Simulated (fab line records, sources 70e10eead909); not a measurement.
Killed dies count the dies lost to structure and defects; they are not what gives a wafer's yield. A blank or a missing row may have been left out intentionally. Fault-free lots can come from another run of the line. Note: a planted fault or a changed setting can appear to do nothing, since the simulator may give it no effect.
Which tool is to blame? :: flow nand harc :: 12 lots with 36 wafers sampled at 6 steps, on a route of 1159 steps

WHAT EACH GAUGE READ, for each wafer
NHARC_A_CHANNEL_HOLE_D1_INSPECT_40. Usual: 65 for raw defect count, sd 16.
lot: L879
measured: day 8 16:11
on: defect inspect-02
raw defect count: 81 78 86
flag: 

lot: L880
measured: day 8 22:34
on: defect inspect-02
raw defect count: 53 71 95
flag: 

lot: L883
measured: day 9 14:49
on: defect inspect-01
raw defect count: 48 59 59
flag: 

lot: L882
measured: day 9 15:46
on: defect inspect-02
raw defect count: 61 44 40
flag: 

lot: L886
measured: day 10 23:49
on: defect inspect-02
raw defect count: 38 64 54
flag: 

lot: L892
measured: day 11 15:52
on: defect inspect-01
raw defect count: 84 73 921
flag: OFF

lot: L893
measured: day 12 07:43
on: defect inspect-01
raw defect count: 43 60 881
flag: OFF

lot: L894
measured: day 12 08:43
on: defect inspect-02
raw defect count: 58 63 58
flag: 

lot: L896
measured: day 12 23:16
on: defect inspect-02
raw defect count: 85 87 78
flag: 

lot: L899
measured: day 13 05:13
on: defect inspect-02
raw defect count: 78 89 69
flag: 

lot: L901
measured: day 14 01:07
on: defect inspect-01
raw defect count: 75 55 52
flag: 

lot: L902
measured: day 14 15:43
on: defect inspect-02
raw defect count: 77 65 38
flag: 

NHARC_END_SORT_01. Usual: killed at array 27, standard deviation 12; killed at other 0.9, standard deviation 1.1; killed at periphery 3.2, standard deviation 2.4; killed dies 31, standard deviation 12; killed open 3.3, standard deviation 1.7; killed short 2.0, standard deviation 1.6.
lot: L892
measured: day 25 03:07
on: prober-01
killed at array: 23 30 67
killed at other: 1 0 1
killed at periphery: 1 0 0
killed dies: 25 30 68
killed open: 3 5 3
killed short: 2 1 3
flag: 

lot: L893
measured: day 25 10:55
on: prober-01
killed at array: 20 30 78
killed at other: 3 2 0
killed at periphery: 4 0 2
killed dies: 27 32 80
killed open: 2 2 0
killed short: 1 2 1
flag: 

EACH LOT AND THE TOOL THAT RAN IT (in order: tool; ch and the chambers of the sampled wafers; start)
lot: L879
NHARC_A_CHANNEL_HOLE_D1_DESCUM_15: rie diel-09 ch 0,1,3, day 8 09:06
NHARC_A_CHANNEL_HOLE_D1_STRIP_42: rie diel-05 ch 1,2, day 8 14:56
NHARC_A_CHANNEL_FILL_D1_ALD_03: ald sin batch-03 ch 0, day 9 19:37 or earlier
NHARC_A_CHANNEL_FILL_D1_ETCHBACK_20: rie diel-03 ch 1,2, day 9 19:37

lot: L880
NHARC_A_CHANNEL_HOLE_D1_DESCUM_15: rie diel-09 ch 0,3, day 8 15:14
NHARC_A_CHANNEL_HOLE_D1_STRIP_42: rie diel-06 ch 1,2, day 8 21:28
NHARC_A_CHANNEL_FILL_D1_ALD_03: ald sin batch-01 ch 0, day 10 02:59 or earlier
NHARC_A_CHANNEL_FILL_D1_ETCHBACK_20: rie diel-02 ch 0,2,3, day 10 02:59

lot: L883
NHARC_A_CHANNEL_HOLE_D1_DESCUM_15: rie diel-09 ch 0,1,3, day 9 07:55
NHARC_A_CHANNEL_HOLE_D1_STRIP_42: rie diel-05 ch 0,1, day 9 13:42
NHARC_A_CHANNEL_FILL_D1_ALD_03: ald sin batch-02 ch 0, day 10 15:16 or earlier
NHARC_A_CHANNEL_FILL_D1_ETCHBACK_20: rie diel-02 ch 0,1,3, day 10 15:16

lot: L882
NHARC_A_CHANNEL_HOLE_D1_DESCUM_15: rie diel-06 ch 1,2,3, day 9 08:23
NHARC_A_CHANNEL_HOLE_D1_STRIP_42: rie diel-09 ch 0,1, day 9 14:15
NHARC_A_CHANNEL_FILL_D1_ALD_03: ald sin batch-02 ch 0, day 10 15:17 or earlier
NHARC_A_CHANNEL_FILL_D1_ETCHBACK_20: rie diel-03 ch 0,3, day 10 15:17

lot: L886
NHARC_A_CHANNEL_HOLE_D1_DESCUM_15: rie diel-06 ch 0,1,3, day 10 16:52
NHARC_A_CHANNEL_HOLE_D1_STRIP_42: rie diel-09 ch 0,2,3, day 10 22:41
NHARC_A_CHANNEL_FILL_D1_ALD_03: ald sin batch-03 ch 0, day 11 23:10 or earlier
NHARC_A_CHANNEL_FILL_D1_ETCHBACK_20: rie diel-03 ch 0,2,3, day 11 23:10

lot: L892
NHARC_A_CHANNEL_HOLE_D1_DESCUM_15: rie diel-09 ch 0,3, day 11 08:57
NHARC_A_CHANNEL_HOLE_D1_STRIP_42: rie diel-05 ch 0,2,3, day 11 14:46
NHARC_A_CHANNEL_FILL_D1_ALD_03: ald sin batch-03 ch 0, day 12 16:59 or earlier
NHARC_A_CHANNEL_FILL_D1_ETCHBACK_20: rie diel-03 ch 1,2, day 12 16:59

lot: L893
NHARC_A_CHANNEL_HOLE_D1_DESCUM_15: rie diel-09 ch 0,1,3, day 12 00:11
NHARC_A_CHANNEL_HOLE_D1_STRIP_42: rie diel-05 ch 0,2,3, day 12 05:59
NHARC_A_CHANNEL_FILL_D1_ALD_03: ald sin batch-01 ch 0, day 13 08:13 or earlier
NHARC_A_CHANNEL_FILL_D1_ETCHBACK_20: rie diel-03 ch 2,3, day 13 08:13

lot: L894
NHARC_A_CHANNEL_HOLE_D1_DESCUM_15: rie diel-09 ch 1,3, day 12 01:49
NHARC_A_CHANNEL_HOLE_D1_STRIP_42: rie diel-06 ch 0,3, day 12 07:36
NHARC_A_CHANNEL_FILL_D1_ALD_03: ald sin batch-01 ch 0, day 13 08:13 or earlier
NHARC_A_CHANNEL_FILL_D1_ETCHBACK_20: rie diel-13 ch 0,1,2, day 13 08:13

lot: L896
NHARC_A_CHANNEL_HOLE_D1_DESCUM_15: rie diel-09 ch 1,2,3, day 12 16:22
NHARC_A_CHANNEL_HOLE_D1_STRIP_42: rie diel-06 ch 0,2, day 12 22:10
NHARC_A_CHANNEL_FILL_D1_ALD_03: ald sin batch-03 ch 0, day 13 23:26 or earlier
NHARC_A_CHANNEL_FILL_D1_ETCHBACK_20: rie diel-02 ch 1,2, day 13 23:26

lot: L899
NHARC_A_CHANNEL_HOLE_D1_DESCUM_15: rie diel-05 ch 0,3, day 12 22:19
NHARC_A_CHANNEL_HOLE_D1_STRIP_42: rie diel-09 ch 0,3, day 13 04:05
NHARC_A_CHANNEL_FILL_D1_ALD_03: ald sin batch-01 ch 0, day 14 05:49 or earlier
NHARC_A_CHANNEL_FILL_D1_ETCHBACK_20: rie diel-13 ch 0,2, day 14 05:49

lot: L901
NHARC_A_CHANNEL_HOLE_D1_DESCUM_15: rie diel-05 ch 0,3, day 13 17:33
NHARC_A_CHANNEL_HOLE_D1_STRIP_42: rie diel-09 ch 1,2,3, day 13 23:32
NHARC_A_CHANNEL_FILL_D1_ALD_03: ald sin batch-01 ch 0, day 15 01:21 or earlier
NHARC_A_CHANNEL_FILL_D1_ETCHBACK_20: rie diel-03 ch 2,3, day 15 01:21

lot: L902
NHARC_A_CHANNEL_HOLE_D1_DESCUM_15: rie diel-09 ch 0,1,2, day 14 04:23
NHARC_A_CHANNEL_HOLE_D1_STRIP_42: rie diel-09 ch 1,3, day 14 14:35
NHARC_A_CHANNEL_FILL_D1_ALD_03: ald sin batch-02 ch 0, day 15 21:54 or earlier
NHARC_A_CHANNEL_FILL_D1_ETCHBACK_20: rie diel-02 ch 0,2, day 15 21:54
- NHARC_A_CHANNEL_HOLE_D1_DESCUM_15: chemistry O2, time 3 s.
- NHARC_A_CHANNEL_HOLE_D1_STRIP_42: strips in CF4/CHF3.
- NHARC_A_CHANNEL_FILL_D1_ALD_03: deposits SiNx, target thk 6 nm, pulse time 60 s, ald cycles 58.
- NHARC_A_CHANNEL_FILL_D1_ETCHBACK_20: etches the open film in C4F8/O2/Ar, target depth 27 nm, time 13.5 s.

AS READ BY THE TOOLS THEMSELVES (means over the sampled wafers that have a number; for cases with no such wafer, the mark the record gives instead)
NHARC_A_CHANNEL_HOLE_D1_DESCUM_15. Usual: drypump motor current A 5.9 A, standard deviation 0.5; o2 flow sccm 199.9 sccm, standard deviation 0.61; oes product au 0.995 a.u., standard deviation 0.013; rf vpp V 58.0 V, standard deviation 0.83; showerhead plenum p Torr 1.96 Torr, standard deviation 0.08; throttle valve pct 11.311 %, standard deviation 0.0091.
lot: L879
tool: rie diel-09
drypump motor current A (A): 5.8
o2 flow sccm (sccm): 200.2
oes product au (a.u.): 0.990
rf vpp V (V): 58.1
showerhead plenum p Torr (Torr): 2.00
throttle valve pct (%): 11.308
flag: 

lot: L880
tool: rie diel-09
drypump motor current A (A): 5.4
o2 flow sccm (sccm): 200.0
oes product au (a.u.): 0.985
rf vpp V (V): 58.8
showerhead plenum p Torr (Torr): 2.01
throttle valve pct (%): 11.313
flag: 

lot: L883
tool: rie diel-09
drypump motor current A (A): 5.8
o2 flow sccm (sccm): 200.0
oes product au (a.u.): 0.995
rf vpp V (V): 58.1
showerhead plenum p Torr (Torr): 2.00
throttle valve pct (%): 11.310
flag: 

lot: L882
tool: rie diel-06
drypump motor current A (A): 5.9
o2 flow sccm (sccm): 199.4
oes product au (a.u.): 0.985
rf vpp V (V): 57.9
showerhead plenum p Torr (Torr): 1.83
throttle valve pct (%): 11.309
flag: 

lot: L886
tool: rie diel-06
drypump motor current A (A): 6.1
o2 flow sccm (sccm): 200.0
oes product au (a.u.): 0.994
rf vpp V (V): 57.0
showerhead plenum p Torr (Torr): 1.84
throttle valve pct (%): 11.313
flag: 

lot: L892
tool: rie diel-09
drypump motor current A (A): 5.4
o2 flow sccm (sccm): 199.7
oes product au (a.u.): 0.990
rf vpp V (V): 58.5
showerhead plenum p Torr (Torr): 2.01
throttle valve pct (%): 11.309
flag: 

lot: L893
tool: rie diel-09
drypump motor current A (A): 5.8
o2 flow sccm (sccm): 199.6
oes product au (a.u.): 0.988
rf vpp V (V): 58.3
showerhead plenum p Torr (Torr): 2.00
throttle valve pct (%): 11.313
flag: 

lot: L894
tool: rie diel-09
drypump motor current A (A): 6.2
o2 flow sccm (sccm): 199.6
oes product au (a.u.): 1.006
rf vpp V (V): 58.0
showerhead plenum p Torr (Torr): 1.99
throttle valve pct (%): 11.312
flag: 

lot: L896
tool: rie diel-09
drypump motor current A (A): 6.1
o2 flow sccm (sccm): 199.6
oes product au (a.u.): 0.985
rf vpp V (V): 58.0
showerhead plenum p Torr (Torr): 2.01
throttle valve pct (%): 11.301
flag: 

lot: L899
tool: rie diel-05
drypump motor current A (A): 5.4
o2 flow sccm (sccm): 199.9
oes product au (a.u.): 1.020
rf vpp V (V): 57.6
showerhead plenum p Torr (Torr): 1.87
throttle valve pct (%): 11.319
flag: 

lot: L901
tool: rie diel-05
drypump motor current A (A): 5.2
o2 flow sccm (sccm): 200.0
oes product au (a.u.): 1.010
rf vpp V (V): 59.1
showerhead plenum p Torr (Torr): 1.94
throttle valve pct (%): 11.308
flag: 

lot: L902
tool: rie diel-09
drypump motor current A (A): 6.0
o2 flow sccm (sccm): 200.3
oes product au (a.u.): 0.985
rf vpp V (V): 58.2
showerhead plenum p Torr (Torr): 2.00
throttle valve pct (%): 11.303
flag: 

NHARC_A_CHANNEL_FILL_D1_ALD_03. Usual: 0.998 for precursor pulse height rel, sd 0.021.
lot: L879
tool: ald sin batch-03
precursor pulse height rel: 0.990
flag: 

lot: L880
tool: ald sin batch-01
precursor pulse height rel: 0.993
flag: 

lot: L883
tool: ald sin batch-02
precursor pulse height rel: 1.003
flag: 

lot: L882
tool: ald sin batch-02
precursor pulse height rel: 0.997
flag: 

lot: L886
tool: ald sin batch-03
precursor pulse height rel: 0.991
flag: 

lot: L892
tool: ald sin batch-03
precursor pulse height rel: 1.005
flag: 

lot: L893
tool: ald sin batch-01
precursor pulse height rel: 0.988
flag: 

lot: L894
tool: ald sin batch-01
precursor pulse height rel: 0.993
flag: 

lot: L896
tool: ald sin batch-03
precursor pulse height rel: 0.994
flag: 

lot: L899
tool: ald sin batch-01
precursor pulse height rel: 0.993
flag: 

lot: L901
tool: ald sin batch-01
precursor pulse height rel: 1.002
flag: 

lot: L902
tool: ald sin batch-02
precursor pulse height rel: 0.985
flag: 

NHARC_A_CHANNEL_FILL_D1_ETCHBACK_20. Usual: oes product au 0.97 a.u., standard deviation 0.038; rf vpp V 978 V, standard deviation 5.1.
lot: L879
tool: rie diel-03
oes product au (a.u.): 0.93
rf vpp V (V): 981
flag: 

lot: L880
tool: rie diel-02
oes product au (a.u.): 0.98
rf vpp V (V): 976
flag: 

lot: L883
tool: rie diel-02
oes product au (a.u.): 0.99
rf vpp V (V): 975
flag: 

lot: L882
tool: rie diel-03
oes product au (a.u.): 1.00
rf vpp V (V): 980
flag: 

lot: L886
tool: rie diel-03
oes product au (a.u.): 1.01
rf vpp V (V): 976
flag: 

lot: L892
tool: rie diel-03
oes product au (a.u.): 0.98
rf vpp V (V): 976
flag: 

lot: L893
tool: rie diel-03
oes product au (a.u.): 0.99
rf vpp V (V): 973
flag: 

lot: L894
tool: rie diel-13
oes product au (a.u.): 1.00
rf vpp V (V): 977
flag: 

lot: L896
tool: rie diel-02
oes product au (a.u.): 0.92
rf vpp V (V): 976
flag: 

lot: L899
tool: rie diel-13
oes product au (a.u.): 1.00
rf vpp V (V): 975
flag: 

lot: L901
tool: rie diel-03
oes product au (a.u.): 0.92
rf vpp V (V): 977
flag: 

lot: L902
tool: rie diel-02
oes product au (a.u.): 0.98
rf vpp V (V): 978
flag: 

THE ANSWER, worked out from the rows above alone
Rule: take the mean of a lot's wafers that have a number; if it is more than 3 standard deviations from the usual mean, the lot is off. A lot without any number at a reading at which 4 lots or more have one is off too. The other lots that the step has rows for count as sound. Order of review: gauges by route order, followed by the tools' own readings, for which a lot's mean as printed above is used. The first step at which some lot is off is used, and at that step the reading that is off furthest; a lot without a number counts as furthest.
Off at NHARC_A_CHANNEL_HOLE_D1_INSPECT_40 (raw defect count): L892, L893.
If a tool, at a process step before that reading, ran all the lots that are off and no sound lot after the first of them, it fits. Gauges at NHARC_A_CHANNEL_HOLE_D1_INSPECT_40: tried the same way as those tools. One fits: NHARC_A_CHANNEL_HOLE_D1_STRIP_42 on rie diel-05. Its last sound lot is L883 (day 9 13:42), its first lot that is off L892 (day 11 14:46): a fault that began between those two fits.

WHAT HAD BEEN PUT IN BY THE SIMULATOR
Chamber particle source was rie diel-05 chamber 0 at NHARC_A_CHANNEL_HOLE_D1_STRIP_42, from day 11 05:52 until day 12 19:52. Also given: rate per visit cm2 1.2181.
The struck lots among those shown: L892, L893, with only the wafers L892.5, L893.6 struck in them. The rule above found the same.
